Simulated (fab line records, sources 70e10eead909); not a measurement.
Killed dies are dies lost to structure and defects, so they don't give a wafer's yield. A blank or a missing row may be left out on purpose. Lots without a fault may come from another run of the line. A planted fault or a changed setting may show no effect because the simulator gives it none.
Chamber matching | flow nand_harc | NHARC_P_M0_DESCUM_14 on rie_diel-04: 4 sister chambers
The step chemistry O2, time 3 s. 4 wafers are shown with their chamber, then 9 later ones without.

WAFERS WITH THEIR CHAMBER
wafer  | chamber | oes_product_au (a.u.)
L089.5 | 2       | 1.000
L091.2 | 1       | 0.977
L091.4 | 0       | 1.005
L091.5 | 3       | 0.982

WAFERS WITHOUT THEIR CHAMBER
wafer  | oes_product_au (a.u.)
L093.3 | 1.008
L093.4 | 0.997
L093.6 | 1.005
L092.1 | 0.991
L092.2 | 0.993
L092.6 | 1.001
L094.1 | 0.986
L094.3 | 0.998
L094.6 | 0.998

WHICH CHAMBER EACH WENT THROUGH
wafer  | from the rows above               | in truth
L093.3 | can't be placed: 0 or 2           | 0
L093.4 | can't be placed: 2 or 0           | 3
L093.6 | can't be placed: 0 or 2           | 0
L092.1 | can't be placed: 2 or 3 or 0 or 1 | 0
L092.2 | can't be placed: 2 or 3 or 0      | 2
L092.6 | can't be placed: 2 or 0           | 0
L094.1 | can't be placed: 3 or 1           | 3
L094.3 | can't be placed: 2 or 0           | 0
L094.6 | can't be placed: 2 or 0           | 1
Placed correctly: 0 of 9. Can't be placed from these rows: 9 (the true chamber is among the candidates in 7). Placed wrongly: 0.
How it was worked out, from the rows above alone: a wafer's distance from a chamber is the root of the sum, over the readings, of the square of ((its reading less the chamber's mean) divided by the reading's scatter). The wafer belongs to the nearest chamber; if the next one is less than 2 further off, it can't be placed. A chamber's mean is the mean of its shown wafers. The scatter: with one shown wafer a chamber, the root of the mean of the squares of how far each hidden wafer lies from its nearest shown one.
